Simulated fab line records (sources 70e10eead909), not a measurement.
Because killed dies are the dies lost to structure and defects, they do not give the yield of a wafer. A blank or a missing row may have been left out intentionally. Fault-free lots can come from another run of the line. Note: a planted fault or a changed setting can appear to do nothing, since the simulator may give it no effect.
Comparing a struck lot with a sound one + flow nand_harc + 40 out of 1302 route steps
Sound: the wafers L209.3, L209.4, L209.5. Struck: wafer L222.5 (left out: L222.2, L222.6 of the same lot, which were not struck); the cause appears at the end.
Per side, at each step with rows, come the tool, then ch with its chambers, and then its first start. Under that, the readings that differ: sound wafers + struck wafers + difference of the means + sigmas: that difference in standard deviations of wafers without a fault.
alike: words and numbers the same on both sides, and readings whose means are apart by under 2 such deviations; not compared: readings that were withheld, readings missing a value for some wafer, numbers with overlapping values and no deviation given by the record, and bounds like >300 which may hide the same value.
A row with sigmas, a row that says differs or no value, or rows on one side alone: a step with any of these is where the two part. Numbers that have no deviation but don't overlap get no sigmas and don't part them. A reading missing from all wafers of one side parts the sides only when that side holds two or more wafers.

NHARC_P_M1_INSPECT_11:
  sound on defect_inspect-01, day 6 20:15; struck on defect_inspect-01, day 12 04:23
  alike: raw_defect_count
then, 3 steps without rows for these wafers: NHARC_P_M1_DESCUM_14 (chemistry O2, time 3 s); NHARC_P_M1_ETCH_35 (etches the open film in N2/H2, target depth 40 nm, overetch 12 nm, time 43.94 s); NHARC_P_M1_ETCH_15 (etches the open film in C4F8/Ar, target depth 182.5 nm, time 91.2 s).
NHARC_P_M1_CD_MEAS_16:
  sound on cd_sem-02, day 6 20:37; struck on cd_sem-03, day 12 04:45
  alike: cd_nm
then, 1 step without rows for these wafers: NHARC_P_M1_STRIP_18 (strips in N2/H2).
NHARC_P_M1_ETCH_28: etches the open film in CF4/N2, target depth 30 nm, time 72.99 s.
  sound: rie_diel-07 ch 2,3; struck: rie_diel-07 ch 1
| reading      | sound             | struck | difference | sigmas |
|--------------|-------------------|--------|------------|--------|
| rf_vpp_V (V) | 316.3 318.5 317.9 | 313.1  | -4.5       | -2     |
  alike: drypump_motor_current_A, oes_product_au, rf_fwd_power_W, showerhead_plenum_p_Torr, throttle_valve_pct
  not compared: rf_hours_counter_h
then, 5 steps without rows for these wafers: NHARC_P_M1_STRIP_19 (strips in post etch residue remover, time 600 s); NHARC_P_M1_DEGAS_29 (time 60 s); NHARC_P_M1_PRE_CLEAN_30 (time 30 s); NHARC_P_M1_PVD_20 (deposits TaN, target thk 5 nm, time 8.06 s); NHARC_P_M1_PVD_21 (deposits Cu, target thk 30 nm, time 20.49 s).
NHARC_P_M1_ECD_22: material Cu, target thk 400 nm.
  sound on ecd_cu-01 ch 0,1, day 6 22:18; struck on ecd_cu-02 ch 0,1, day 12 05:52
then, 1 step without rows for these wafers: NHARC_P_M1_ANNEAL_31 (time 90 s).
NHARC_P_M1_CMP_23: polishes, t overpolish 20 s, target thk 157.82 nm.
  sound on cmp-02 ch 1,2, day 6 22:56; struck on cmp-01 ch 3, day 12 06:36
| reading                | sound    | struck | difference | sigmas |
|------------------------|----------|--------|------------|--------|
| time_to_endpoint_s (s) | 27 23 23 | 33     | +9         | +2     |
  alike: motor_current_A
NHARC_P_M1_THK_MEAS_24: measures by xrf.
  sound on film_metro-02, day 6 23:15; struck on film_metro-01, day 12 06:52
  alike: thk_nm
then, 2 steps without rows for these wafers: NHARC_P_M1_SRD_25; NHARC_P_M1_PRE_CLEAN_32 (time 12 s).
NHARC_P_M1_DEP_33: deposits SiCN, target thk 30 nm.
  sound on pecvd-01 ch 0,1, day 6 23:36; struck on pecvd-02 ch 2, day 12 07:12
| reading            | sound             | struck | difference | sigmas |
|--------------------|-------------------|--------|------------|--------|
| rf_fwd_power_W (W) | 447.7 448.8 445.4 | 451.0  | +3.7       | +2     |
  alike: heater_power_w
then, 10 steps without rows for these wafers: NHARC_P_M2_DEP_00 (deposits SiOC, target thk 182.5 nm); NHARC_P_M2_DEHYDRATE_01 (time 120 s); NHARC_P_M2_HMDS_02 (time 30 s); NHARC_P_M2_COAT_34 (time 65 s); NHARC_P_M2_COAT_03 (resist thk 90 nm); NHARC_P_M2_SOFTBAKE_04 (time 55 s); NHARC_P_M2_EBR_05; NHARC_P_M2_EXPOSE_06 (exposes mask P M2, target cd 170 nm); NHARC_P_M2_PEB_07 (peb time 65 s); NHARC_P_M2_DEVELOP_08 (develop time 35 s).
NHARC_P_M2_CD_MEAS_09 targets a cd of 170 nm.
  sound on cd_sem-01 ch 0, day 7 00:47; struck on cd_sem-02 ch 0, day 12 08:25
  alike: cd_nm
NHARC_P_M2_OVL_MEAS_10: pitch 340 nm.
  sound on overlay-01, day 7 00:52; struck on overlay-02, day 12 08:29
| reading           | sound       | struck | difference | sigmas |
|-------------------|-------------|--------|------------|--------|
| overlay_x_nm (nm) | 1.1 0.3 0.6 | -1.1   | -1.8       | -2     |
  alike: overlay_y_nm
then, 3 steps without rows for these wafers: NHARC_P_M2_DESCUM_14 (chemistry O2, time 3 s); NHARC_P_M2_ETCH_35 (etches the open film in N2/H2, target depth 40 nm, overetch 12 nm, time 43.94 s); NHARC_P_M2_ETCH_15 (etches the open film in C4F8/Ar, target depth 182.5 nm, time 91.2 s).
NHARC_P_M2_CD_MEAS_16:
  sound on cd_sem-01, day 7 01:17; struck on cd_sem-01, day 12 08:54
  alike: cd_nm
NHARC_P_M2_STRIP_18: strips in N2/H2.
  sound on rie_diel-05 ch 0,1, day 7 01:21; struck on rie_diel-09 ch 3, day 12 09:02
| reading               | sound             | struck | difference | sigmas |
|-----------------------|-------------------|--------|------------|--------|
| oes_product_au (a.u.) | 1.018 0.995 0.990 | 0.957  | -0.044     | -3     |
  alike: drypump_motor_current_A, rf_fwd_power_W, rf_vpp_V, showerhead_plenum_p_Torr, throttle_valve_pct
  not compared: rf_hours_counter_h
then, 2 steps without rows for these wafers: NHARC_P_M2_ETCH_28 (etches the open film in CF4/N2, target depth 30 nm, time 72.99 s); NHARC_P_M2_STRIP_19 (strips in post etch residue remover, time 600 s).
NHARC_P_M2_DEGAS_29: time 60 s.
  sound on pvd_sputter-01, day 7 02:01; struck on pvd_sputter-01, day 12 09:40
  alike: heater_power_w
-- record jumps: 18 days between struck wafers' starts before vs after; left off in module P_M2, resumes in module END, first step shown is number 1302 of the route --
NHARC_END_SORT_01:
  only the struck wafers appear in the record here, on prober-02 ch 0 at day 30 06:26; the sound ones have no rows

## WHERE THEY PART
At NHARC_P_M1_ETCH_28 first; at NHARC_END_SORT_01 last (within this record only).

WHY: what had been put in by the simulator
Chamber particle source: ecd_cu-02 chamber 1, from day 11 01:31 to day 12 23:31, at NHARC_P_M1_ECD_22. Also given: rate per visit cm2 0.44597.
